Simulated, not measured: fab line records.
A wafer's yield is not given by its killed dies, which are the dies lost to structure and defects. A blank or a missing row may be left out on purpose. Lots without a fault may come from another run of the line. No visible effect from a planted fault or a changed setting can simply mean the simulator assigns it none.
fab line records ; flow n5-finfet
record: lots: 11; wafers: 33; last-day: 18
route steps=1938 shown ILD0@338 PAD_METAL@1894 PASSIVATION@1926
lots that met no fault: taken from a fault-free run of the same line
start-h: hours from the record's opening day to when the first of the lot's shown wafers began ; wait-h: how many hours have passed since the lot's step before this one ; " unchanged from the row above ; L1.1+2: several wafers, shown together as one row ; - value missing, or start not given ; * or withheld: withheld ; < > ~ a bound
route shown NAME@n: NAME is a module with steps in the file, n the number in the route of the first one ; usual: average and standard deviation across the fault-free wafers ; same: alike in all rows ; chamber/n: place in a boat ; sites: per-site readings ; _std_site: their standard deviation ; _edge_site: inner sites' mean taken away from outer sites' mean ; radius-mm: for every site, how far away it sits from the centre of the wafer ; mask NAME#n: copy n ; behind: the most recent tool/chamber to have shaped the wafer ; hold: why the lot went on hold/how many hours it stayed there/how the hold came to an end ; device: names the non-switching transistor (n, p or np) ; end of line: tests run on the same wafers once the route is complete ; a step given without rows: its recipe and nothing more ; killed: count of dies lost to structure and defects at first sort (not the wafer's yield) ; map: a wafer's dies, marking killed ones x, the rest . and places with no die _
set.NAME: setting as actually run; set.NAME@STEP: the setting as run at that earlier step ; model.NAME: the simulator's own value behind a step, which no gauge read
the route's steps for a sample of lots (tables are steps, rows are wafers)
services: a tool's chamber out of use, with start hour (start-h, from the record's first day; less than 0 if before it), hours out, and reason
== steps ==
step: N5_ILD0_CMP_03
recipe: stop-on: SiNx; t-overpolish-s: 1.9; post-cmp-clean: alkaline-brush; down-force-psi: 4.1491; platen-rpm: 51.796; pad-velocity-m-s: 1.0306; target-thk-nm: 197.38
usual: motor-current-A: 12.8/1.2; overpolish-run-s: 1.899/0.0089; slurry-flow-ml-min: 150.0/0.48; time-to-endpoint-s: 67/3.8
lot.wafer;tool;chamber;start-h;wait-h;motor-current-A;overpolish-run-s;slurry-flow-ml-min;time-to-endpoint-s
L508.1;cmp-01;2;60.36;0.1;13.3;1.914;149.6;64
L508.3;cmp-01;3;60.36;0.1;11.6;1.908;149.9;63
L508.5;cmp-01;2;60.36;0.1;12.7;1.899;149.2;66
L510.3;cmp-03;3;73.96;0.1;13.2;1.909;149.8;66
L510.1;cmp-03;0;73.96;0.1;16.0;1.889;150.9;61
L510.6;cmp-03;3;73.96;0.1;13.2;1.910;150.4;65
L512.4;cmp-01;2;89.72;0.1;12.5;1.907;150.2;71
L512.2;cmp-01;0;89.72;0.1;10.7;1.905;150.0;72
L512.5;cmp-01;1;89.72;0.1;14.7;1.891;150.7;69
L515.2;cmp-01;2;115.30;0.0;12.9;1.884;150.4;71
L515.4;cmp-01;0;115.30;0.0;10.9;1.887;149.3;70
L515.5;cmp-01;2;115.30;0.0;13.0;1.897;150.8;73
L516.4;cmp-04;1;116.85;0.1;13.2;1.896;149.6;65
L516.2;cmp-04;3;116.85;0.1;12.3;1.881;150.0;58
L516.6;cmp-04;1;116.85;0.1;14.0;1.897;150.1;68
L517.4;cmp-03;3;119.65;0.2;12.8;1.911;149.9;67
L517.2;cmp-03;0;119.65;0.2;14.5;1.902;149.6;61
L517.5;cmp-03;2;119.65;0.2;11.9;1.904;150.0;65
L519.3;cmp-01;0;135.23;0.2;11.1;1.910;150.4;67
L519.5;cmp-01;1;135.23;0.2;14.9;1.914;150.2;66
L519.6;cmp-01;2;135.23;0.2;13.0;1.893;150.5;66
L527.4;cmp-04;1;176.69;0.1;13.2;1.910;151.2;67
L527.3;cmp-04;2;176.69;0.1;13.7;1.899;149.5;73
L527.5;cmp-04;0;176.69;0.1;12.7;1.887;150.2;64
L528.4;cmp-03;2;182.52;0.1;12.4;1.897;149.4;64
L528.5;cmp-03;1;182.52;0.1;13.3;1.890;149.3;72
L528.6;cmp-03;2;182.52;0.1;11.9;1.910;150.0;66
L529.1;cmp-03;2;188.11;0.0;11.7;1.912;151.0;66
L529.6;cmp-03;2;188.11;0.0;12.2;1.905;150.7;66
L529.5;cmp-03;3;188.11;0.0;12.8;1.904;149.9;63
L531.4;cmp-01;0;202.93;0.1;11.4;1.911;149.7;70
L531.1;cmp-01;2;202.93;0.1;12.4;1.912;150.6;68
L531.5;cmp-01;3;202.93;0.1;11.5;1.903;150.2;70
step: N5_PASSIVATION_PRE_CLEAN_19
recipe: gas: H2/He; time-s: *; temp-c: *
usual: heater-power-w: 470/30
lot.wafer;tool;chamber;start-h;wait-h;heater-power-w
L508.1;pvd-sputter-03;-;288.53;0.0;430
L508.3;pvd-sputter-03;-;288.53;0.0;466
L508.5;pvd-sputter-03;-;288.53;0.0;464
L510.1;pvd-sputter-03;-;302.56;0.0;467
L510.3;pvd-sputter-03;-;302.56;0.0;432
L510.6;pvd-sputter-03;-;302.56;0.0;476
L512.2;pvd-sputter-03;-;315.90;0.0;506
L512.4;pvd-sputter-03;-;315.90;0.0;465
L512.5;pvd-sputter-03;-;315.90;0.0;440
L516.2;pvd-sputter-03;-;326.54;0.0;474
L516.4;pvd-sputter-03;-;326.54;0.0;469
L516.6;pvd-sputter-03;-;326.54;0.0;463
L515.2;pvd-sputter-01;-;330.47;0.0;491
L515.4;pvd-sputter-01;-;330.47;0.0;501
L515.5;pvd-sputter-01;-;330.47;0.0;462
L517.2;pvd-sputter-03;-;336.67;0.0;466
L517.4;pvd-sputter-03;-;336.67;0.0;470
L517.5;pvd-sputter-03;-;336.67;0.0;516
L519.3;pvd-sputter-02;-;355.04;0.0;467
L519.5;pvd-sputter-02;-;355.04;0.0;462
L519.6;pvd-sputter-02;-;355.04;0.0;512
L527.3;pvd-sputter-02;-;390.56;0.0;477
L527.4;pvd-sputter-02;-;390.56;0.0;457
L527.5;pvd-sputter-02;-;390.56;0.0;461
L528.4;pvd-sputter-03;-;395.81;0.0;497
L528.5;pvd-sputter-03;-;395.81;0.0;416
L528.6;pvd-sputter-03;-;395.81;0.0;501
L529.1;pvd-sputter-03;-;401.31;0.0;507
L529.5;pvd-sputter-03;-;401.31;0.0;458
L529.6;pvd-sputter-03;-;401.31;0.0;438
L531.1;pvd-sputter-01;-;432.00;0.0;421
L531.4;pvd-sputter-01;-;432.00;0.0;523
L531.5;pvd-sputter-01;-;432.00;0.0;416
step: N5_PASSIVATION_OVL_MEAS_66
recipe: points-per-wafer: 44
usual: PASS_OPEN_OVL: 1/4.8
lot.wafer;tool;chamber;start-h;wait-h;PASS_OPEN_OVL[nm]
L508.1;overlay-01;0;291.27;0.0;0
L508.3;overlay-01;0;291.27;0.0;3
L508.5;overlay-01;0;291.27;0.0;6
L510.1;overlay-01;0;304.94;0.0;8
L510.3;overlay-01;0;304.94;0.0;-6
L510.6;overlay-01;0;304.94;0.0;5
L512.2;overlay-01;0;319.02;0.0;10
L512.4;overlay-01;0;319.02;0.0;2
L512.5;overlay-01;0;319.02;0.0;-3
L516.2;overlay-01;0;329.03;0.0;0
L516.4;overlay-01;0;329.03;0.0;3
L516.6;overlay-01;0;329.03;0.0;9
L515.2;overlay-02;0;333.39;0.0;4
L515.4;overlay-02;0;333.39;0.0;1
L515.5;overlay-02;0;333.39;0.0;4
L517.2;overlay-02;0;339.45;0.0;0
L517.4;overlay-02;0;339.45;0.0;0
L517.5;overlay-02;0;339.45;0.0;3
L519.3;overlay-02;0;357.75;0.0;-4
L519.5;overlay-02;0;357.75;0.0;-12
L519.6;overlay-02;0;357.75;0.0;1
L527.3;overlay-01;0;393.33;0.0;-1
L527.4;overlay-01;0;393.33;0.0;0
L527.5;overlay-01;0;393.33;0.0;0
L528.4;overlay-02;0;398.78;0.0;-3
L528.5;overlay-02;0;398.78;0.0;-1
L528.6;overlay-02;0;398.78;0.0;-1
L529.1;overlay-02;0;404.13;0.0;4
L529.5;overlay-02;0;404.13;0.0;2
L529.6;overlay-02;0;404.13;0.0;6
L531.1;overlay-02;0;434.50;0.0;-2
L531.4;overlay-02;0;434.50;0.0;-5
L531.5;overlay-02;0;434.50;0.0;-5
step: N5_PASSIVATION_STRIP_48
recipe: chemistry: O2; power-w: 600; temp-c: 60; pressure-mtorr: 30; rf-frequency-hz: 6e+07; bias-power-w: 0; overash-fraction: 0.5; o2-flow-sccm: 225
usual: drypump-motor-current-A: 5.7/0.3; oes-product-au: 0.80/0.075; rf-vpp-V: 3.4/2.2; showerhead-plenum-p-Torr: 2.09/0.078; throttle-valve-pct: 16.72/0.18
lot.wafer;tool;chamber;start-h;wait-h;drypump-motor-current-A;oes-product-au;rf-hours-counter-h;rf-vpp-V;showerhead-plenum-p-Torr;throttle-valve-pct
L508.1;rie-diel-05;0;291.88;0.1;5.8;0.71;217;3.6;2.05;16.58
L508.3;rie-diel-05;2;291.88;0.1;5.8;0.85;56;5.3;2.03;16.87
L508.5;rie-diel-05;2;291.88;0.1;5.8;0.84;-;1.8;2.03;16.86
L510.1;rie-diel-03;2;305.64;0.1;5.7;0.73;214;2.9;1.99;16.73
L510.3;rie-diel-03;1;305.64;0.1;5.3;0.96;4;4.0;2.23;16.53
L510.6;rie-diel-03;0;305.64;0.1;5.5;0.68;-;6.6;2.15;17.22
L512.2;rie-diel-03;1;319.63;0.1;5.4;0.95;9;7.4;2.22;16.63
L512.4;rie-diel-03;0;319.63;0.1;5.5;0.67;241;3.2;2.15;17.18
L512.5;rie-diel-03;1;319.63;0.1;5.4;0.96;-;0.6;2.23;16.50
L516.2;rie-diel-01;1;329.80;0.1;5.9;0.74;165;0.6;2.21;16.78
L516.4;rie-diel-01;2;329.80;0.1;6.2;0.85;73;3.2;2.11;16.51
L516.6;rie-diel-01;1;329.80;0.1;5.9;0.73;-;1.2;2.21;16.75
L515.2;rie-diel-05;2;334.00;0.1;5.9;0.82;75;1.7;2.03;17.00
L515.4;rie-diel-05;3;334.00;0.1;5.3;0.85;64;3.4;2.02;16.81
L515.5;rie-diel-05;1;334.00;0.1;5.9;0.83;-;0.7;2.14;16.56
L517.2;rie-diel-03;2;340.06;0.1;5.6;0.71;226;2.3;1.98;16.77
L517.4;rie-diel-03;1;340.06;0.1;5.4;0.93;-;3.4;2.22;16.63
L517.5;rie-diel-03;3;340.06;0.1;5.7;0.79;-;3.8;2.10;16.63
L519.3;rie-diel-05;1;358.59;0.1;5.9;0.82;102;3.4;2.13;16.53
L519.5;rie-diel-05;2;358.59;0.1;5.9;0.84;-;2.5;2.02;16.89
L519.6;rie-diel-05;1;358.59;0.1;5.8;0.83;-;2.5;2.13;16.54
L527.3;rie-diel-03;3;393.94;0.1;5.6;0.77;141;1.8;2.10;16.67
L527.4;rie-diel-03;1;393.94;0.1;5.4;0.88;-;7.3;2.21;16.64
L527.5;rie-diel-03;3;393.94;0.1;5.6;0.76;-;4.9;2.09;16.58
L528.4;rie-diel-05;2;399.50;0.1;5.8;0.81;101;0.6;2.02;16.97
L528.5;rie-diel-05;3;399.50;0.1;5.3;0.83;-;3.3;2.01;16.90
L528.6;rie-diel-05;2;399.50;0.1;5.9;0.85;-;0.9;2.02;16.96
L529.1;rie-diel-01;0;404.74;0.1;6.2;0.74;199;1.5;2.06;16.87
L529.5;rie-diel-01;2;404.74;0.1;6.2;0.84;-;4.2;2.10;16.68
L529.6;rie-diel-01;1;404.74;0.1;5.9;0.71;-;2.2;2.20;16.74
L531.1;rie-diel-05;1;435.55;0.1;5.9;0.76;131;6.6;2.12;16.61
L531.4;rie-diel-05;0;435.55;0.1;5.8;0.96;14;6.8;2.03;16.26
L531.5;rie-diel-05;3;435.55;0.1;5.3;0.80;-;3.8;2.00;16.93
step: N5_PASSIVATION_PROBE_49
usual: defect-limited-yield: 90.5/1.7; killed_at_M0_to_M3: 37/12; killed_at_M4_up: 14/5.2; killed-at-contacts: 12/5.9; killed-at-front-end: 45/14; killed-at-other: 3.5/2.8; killed-dies: 112/21; killed-on-rim: 15/4.5; killed-open: 73/15; killed-short: 36/8.9; sort_bin_4_leakage: 0.00/0.007; sort_bin_5_function: 5.6/1.2; sort_bin_6_memory: 3.5/0.68; sort-n-pass: 1068/21; sort-yield-pct: 90.5/1.8
same: gross-dies: 1180; killed-at-back-side: 0; sort_bin_8_speed[%]: 0
lot.wafer;tool;chamber;start-h;wait-h;defect-limited-yield[%];killed_at_M0_to_M3;killed_at_M4_up;killed-at-contacts;killed-at-front-end;killed-at-other;killed-dies;killed-on-rim;killed-open;killed-short;sort_bin_4_leakage[%];sort_bin_5_function[%];sort_bin_6_memory[%];sort-n-pass;sort-yield-pct[%]
L508.1;prober-01;-;294.41;0.0;88.6;46;10;20;49;9;134;19;92;36;0;6.6;4.1;1046;88.6
L508.3;prober-01;-;294.51;0.1;88.5;43;6;26;60;1;136;18;88;44;0;7.3;4.0;1044;88.5
L508.5;prober-01;-;294.61;0.2;89.2;52;11;21;41;3;128;14;93;35;0;6.4;4.0;1052;89.2
L510.1;prober-01;-;308.17;0.1;92.2;25;14;17;31;5;92;14;61;29;0;5.7;2.0;1088;92.2
L510.3;prober-01;-;308.27;0.2;91.7;26;5;11;53;3;98;16;64;33;0;4.2;3.6;1082;91.7
L510.6;prober-01;-;308.42;0.3;91.3;29;16;13;43;2;103;18;63;39;0;5.7;2.8;1077;91.3
L512.2;prober-01;-;322.17;0.1;90.1;36;25;15;37;4;117;11;76;36;0;5.6;3.8;1063;90.1
L512.4;prober-01;-;322.27;0.2;89.2;32;25;18;52;1;128;17;74;49;0;5.8;4.2;1052;89.2
L512.5;prober-01;-;322.32;0.2;89.9;45;13;12;45;4;119;20;74;44;0;5.9;3.7;1061;89.9
L516.2;prober-02;-;332.77;0.1;91.9;41;15;5;35;0;96;14;67;24;0;4.5;3.3;1084;91.9
L516.4;prober-02;-;332.87;0.2;90.5;28;12;12;58;2;112;14;82;26;0;5.3;4.0;1068;90.5
L516.6;prober-02;-;332.97;0.3;92.5;29;27;7;24;2;89;11;68;18;0;4.3;3.1;1091;92.5
L515.2;prober-02;-;336.67;0.1;40.4;16;15;9;661;2;703;102;48;19;0;34.9;19.6;477;40.4
L515.4;prober-02;-;336.77;0.2;89.7;29;13;19;58;3;122;17;79;37;0;6.7;3.6;1058;89.7
L515.5;prober-02;-;336.82;0.2;41.9;30;5;3;645;2;685;86;46;16;0;36.6;16.7;495;41.9
L517.2;prober-01;-;342.66;0.1;91.9;25;12;11;42;5;95;18;53;32;0;4.2;2.8;1085;91.9
L517.4;prober-01;-;342.76;0.2;93.0;23;10;3;46;1;83;8;55;26;0;4.4;2.5;1097;93.0
L519.3;prober-02;-;361.18;0.1;89.3;26;11;10;75;4;126;21;84;38;0;6.9;3.6;1054;89.3
L519.5;prober-02;-;361.28;0.2;89.4;40;19;13;49;4;125;14;92;31;0;6.4;3.9;1055;89.4
L519.6;prober-02;-;361.33;0.3;41.5;13;7;8;661;1;690;96;42;26;0;36.3;17.1;490;41.5
L527.3;prober-02;-;396.53;0.1;90.7;51;11;13;32;3;110;14;72;36;0;5.6;3.4;1070;90.7
L527.4;prober-02;-;396.58;0.2;91.0;45;10;11;37;3;106;17;63;32;0;5.2;3.1;1074;91.0
L527.5;prober-02;-;396.63;0.2;90.0;53;11;9;39;6;118;14;78;38;0;6.1;3.6;1062;90.0
killed by level:class
L508.1 MOL_CONTACT_COAG:geometric-particle:open=16 BEOL_M3:geometric-particle:open=14 STI_FIN_REVEAL:geometric-particle:open=9 BEOL_M0_SAQP:geometric-particle:open=9 ILD0:geometric-particle:open=8 BEOL_M2:geometric-particle:open=8 FIN_SAQP:geometric-particle:open=7 BEOL_M0_SAQP:geometric-particle:short=6
L508.3 MOL_CONTACT_COAG:geometric-particle:open=19 BEOL_M0_SAQP:geometric-particle:short=18 FIN_SAQP:geometric-particle:open=16 STI_FIN_REVEAL:geometric-particle:open=11 BEOL_M0_SAQP:geometric-particle:open=11 DUMMY_GATE:geometric-particle:open=7 MOL_CONTACT_COAG:geometric-particle:short=7 BEOL_M2:geometric-particle:open=5
L508.5 MOL_CONTACT_COAG:geometric-particle:open=19 BEOL_M3:geometric-particle:open=14 STI_FIN_REVEAL:geometric-particle:open=11 BEOL_M2:geometric-particle:open=10 BEOL_M0_SAQP:geometric-particle:short=9 BEOL_M0_SAQP:geometric-particle:open=8 DUMMY_GATE:geometric-particle:open=6 FIN_SAQP:geometric-particle:open=5
L510.1 MOL_CONTACT_COAG:geometric-particle:open=15 FIN_SAQP:geometric-particle:open=9 FIN_SAQP:geometric-particle:short=8 BEOL_M0_SAQP:geometric-particle:open=6 STI_FIN_REVEAL:geometric-particle:open=6 BEOL_M0_SAQP:geometric-particle:short=6 BEOL_M3:geometric-particle:open=6 BEOL_M4:geometric-particle:open=6
L510.3 FIN_SAQP:geometric-particle:short=9 FIN_SAQP:geometric-particle:open=9 MOL_CONTACT_COAG:geometric-particle:open=9 GATE_CUT:geometric-particle:short=8 BEOL_M1:geometric-particle:open=8 STI_FIN_REVEAL:geometric-particle:open=6 GATE_CUT:geometric-particle:open=5 BEOL_M0_SAQP:geometric-particle:open=5
L510.6 STI_FIN_REVEAL:geometric-particle:open=14 MOL_CONTACT_COAG:geometric-particle:open=9 BEOL_M3:geometric-particle:open=8 BEOL_M0_SAQP:geometric-particle:short=7 FIN_SAQP:geometric-particle:short=6 FIN_SAQP:geometric-particle:open=5 BEOL_M2:geometric-particle:open=5 BEOL_M4:geometric-particle:short=5
L512.2 BEOL_M2:geometric-particle:open=13 BEOL_M4:geometric-particle:open=13 MOL_CONTACT_COAG:geometric-particle:open=11 FIN_SAQP:geometric-particle:open=10 BEOL_M0_SAQP:geometric-particle:short=8 STI_FIN_REVEAL:geometric-particle:open=7 BEOL_M0_SAQP:geometric-particle:open=6 GATE_CUT:geometric-particle:open=5
L512.4 FIN_SAQP:geometric-particle:open=12 STI_FIN_REVEAL:geometric-particle:open=12 MOL_CONTACT_COAG:geometric-particle:open=11 BEOL_M3:geometric-particle:short=10 BEOL_M4:geometric-particle:open=9 FIN_SAQP:geometric-particle:short=8 MOL_CONTACT_COAG:geometric-particle:short=7 BEOL_M0_SAQP:geometric-particle:open=6
L512.5 FIN_SAQP:geometric-particle:open=11 BEOL_M0_SAQP:geometric-particle:short=11 MOL_CONTACT_COAG:geometric-particle:open=9 BEOL_M0_SAQP:geometric-particle:open=9 FIN_SAQP:geometric-particle:short=8 STI_FIN_REVEAL:geometric-particle:open=8 BEOL_M2:geometric-particle:open=6 BEOL_M3:geometric-particle:open=6
L516.2 BEOL_M0_SAQP:geometric-particle:open=8 BEOL_M2:geometric-particle:open=8 STI_FIN_REVEAL:geometric-particle:open=7 BEOL_M0_SAQP:geometric-particle:short=7 BEOL_M3:geometric-particle:open=6 FIN_SAQP:geometric-particle:short=5 BEOL_M4:geometric-particle:open=5 STARTING-WAFER:geometric-particle:open=5
L516.4 STI_FIN_REVEAL:geometric-particle:open=16 FIN_SAQP:geometric-particle:open=12 MOL_CONTACT_COAG:geometric-particle:open=11 BEOL_M2:geometric-particle:open=11 FIN_SAQP:geometric-particle:short=6 STARTING-WAFER:geometric-particle:open=6 BEOL_M0_SAQP:geometric-particle:open=5 DUMMY_GATE:geometric-particle:open=4
L516.6 BEOL_M4:geometric-particle:open=15 BEOL_M2:geometric-particle:open=14 STI_FIN_REVEAL:geometric-particle:open=7 FIN_SAQP:geometric-particle:open=4 MOL_CONTACT_COAG:geometric-particle:short=4 BEOL_M1:geometric-particle:open=4 DUMMY_GATE:geometric-particle:open=3 MOL_CONTACT_COAG:geometric-particle:open=3
L515.2 ILD0:unspecified=632 STI_FIN_REVEAL:geometric-particle:open=14 MOL_CONTACT_COAG:geometric-particle:open=7 BEOL_M4:geometric-particle:open=6 BEOL_M0_SAQP:geometric-particle:short=5 GATE_CUT:geometric-particle:short=4 FIN_SAQP:geometric-particle:open=3 BEOL_M1:geometric-particle:open=3
L515.4 STI_FIN_REVEAL:geometric-particle:open=19 FIN_SAQP:geometric-particle:open=14 MOL_CONTACT_COAG:geometric-particle:open=11 FIN_SAQP:geometric-particle:short=8 BEOL_M3:geometric-particle:open=8 MOL_CONTACT_COAG:geometric-particle:short=7 DUMMY_GATE:geometric-particle:open=5 BEOL_M0_SAQP:geometric-particle:short=5
L515.5 ILD0:unspecified=622 FIN_SAQP:geometric-particle:open=9 BEOL_M2:geometric-particle:open=5 BEOL_M0_SAQP:geometric-particle:open=5 BEOL_M0:geometric-particle:open=5 BEOL_M0_SAQP:geometric-particle:short=4 BEOL_M3:geometric-particle:open=4 DUMMY_GATE:geometric-particle:open=3
L517.2 MOL_CONTACT_COAG:geometric-particle:open=10 HKMG_FIN:area-etch=9 FIN_SAQP:geometric-particle:short=6 GATE_CUT:geometric-particle:short=6 FIN_SAQP:geometric-particle:open=5 BEOL_M0_SAQP:geometric-particle:open=5 BEOL_M4:geometric-particle:open=5 BEOL_M1:geometric-particle:open=5
L517.4 FIN_SAQP:geometric-particle:open=16 FIN_SAQP:geometric-particle:short=8 STI_FIN_REVEAL:geometric-particle:open=5 GATE_CUT:geometric-particle:short=5 BEOL_M0_SAQP:geometric-particle:open=5 BEOL_M4:geometric-particle:open=5 BEOL_M2:geometric-particle:open=4 DUMMY_GATE:geometric-particle:open=3
L519.3 STI_FIN_REVEAL:geometric-particle:open=23 GATE_CUT:geometric-particle:short=11 FIN_SAQP:geometric-particle:open=9 BEOL_M2:geometric-particle:open=9 MOL_CONTACT_COAG:geometric-particle:open=8 BEOL_M0_SAQP:geometric-particle:open=7 FIN_SAQP:geometric-particle:short=6 GATE_CUT:geometric-particle:open=6
L519.5 BEOL_M2:geometric-particle:open=20 MOL_CONTACT_COAG:geometric-particle:open=11 BEOL_M0_SAQP:geometric-particle:open=10 FIN_SAQP:geometric-particle:open=9 FIN_SAQP:geometric-particle:short=9 BEOL_M4:geometric-particle:open=9 STI_FIN_REVEAL:geometric-particle:open=5 DUMMY_GATE:geometric-particle:open=4
L519.6 ILD0:unspecified=620 STI_FIN_REVEAL:geometric-particle:open=8 FIN_SAQP:geometric-particle:short=7 MOL_CONTACT_COAG:geometric-particle:open=7 STARTING-WAFER:geometric-particle:open=5 FIN_SAQP:geometric-particle:open=4 GATE_CUT:geometric-particle:open=4 GATE_CUT:geometric-particle:short=3
L527.3 BEOL_M0_SAQP:geometric-particle:short=12 MOL_CONTACT_COAG:geometric-particle:open=11 BEOL_M3:geometric-particle:open=11 STI_FIN_REVEAL:geometric-particle:open=9 BEOL_M1:geometric-particle:open=8 BEOL_M0_SAQP:geometric-particle:open=7 FIN_SAQP:geometric-particle:short=6 BEOL_M0:geometric-particle:open=5
L527.4 BEOL_M0_SAQP:geometric-particle:open=11 BEOL_M3:geometric-particle:open=11 BEOL_M0_SAQP:geometric-particle:short=10 STI_FIN_REVEAL:geometric-particle:open=8 MOL_CONTACT_COAG:geometric-particle:open=7 HKMG_FIN:area-etch=6 DUMMY_GATE:geometric-particle:open=5 GATE_CUT:geometric-particle:short=5
L527.5 BEOL_M0_SAQP:geometric-particle:short=12 BEOL_M0_SAQP:geometric-particle:open=11 STI_FIN_REVEAL:geometric-particle:open=10 BEOL_M1:geometric-particle:open=9 BEOL_M3:geometric-particle:open=7 MOL_CONTACT_COAG:geometric-particle:open=6 GATE_CUT:geometric-particle:short=6 BEOL_M2:geometric-particle:open=6
== services ==
tool;chamber;start-h;hours;kind
cmp-01;-;50.19;0.6;repair
rie-diel-03;1;52.70;4.1;repair
rie-diel-03;2;60.98;1.8;repair
cmp-03;-;132.68;4.0;pm
cmp-01;-;138.97;12.9;pm
rie-diel-05;-;143.37;14.6;pm
rie-diel-03;3;149.91;2.5;repair
cmp-01;-;152.89;1.3;repair
rie-diel-05;-;180.40;15.6;pm
cmp-03;-;200.72;4.6;pm
cmp-03;-;215.20;0.3;repair
cmp-03;-;218.81;6.2;pm
rie-diel-03;-;253.52;0.4;repair
cmp-03;-;265.13;2.8;repair
rie-diel-05;0;265.47;8.7;repair
cmp-03;-;276.80;1.5;repair
rie-diel-05;2;279.25;2.4;repair
rie-diel-05;0;287.52;1.8;repair
rie-diel-05;1;290.79;6.3;repair
cmp-01;-;292.93;4.0;pm
rie-diel-03;0;293.22;10.1;repair
cmp-01;-;308.10;1.2;repair
rie-diel-05;1;317.84;8.7;repair
pvd-sputter-03;-;430.89;0.9;repair
== key ==
first-sign: step: N5_PASSIVATION_PROBE_49; reading: killed-at-front-end; direction: up; sigmas: 43; usual: 45; struck: 656
effect: step: N5_PASSIVATION_PROBE_49; reading: defect-limited-yield; direction: down; sigmas: 28; usual: 90.5; struck: 41.3
more-kills-born-at: N5_ILD0_CMP_03@cmp-01: 1874
met-at N5_ILD0_CMP_03
struck-lots L515,L519
struck-wafers L515.2,L515.5,L519.6
not-acting-at N5_PASSIVATION_PRE_CLEAN_19,N5_PASSIVATION_OVL_MEAS_66,N5_PASSIVATION_STRIP_48
onset-between 89.72 115.30
fault: kind: chamber-particle-source; tool: cmp-01; chamber: 2; onset-h: 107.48; steps: N5_ILD0_CMP_03; rate-per-visit-cm2: 1.523; end-h: 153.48
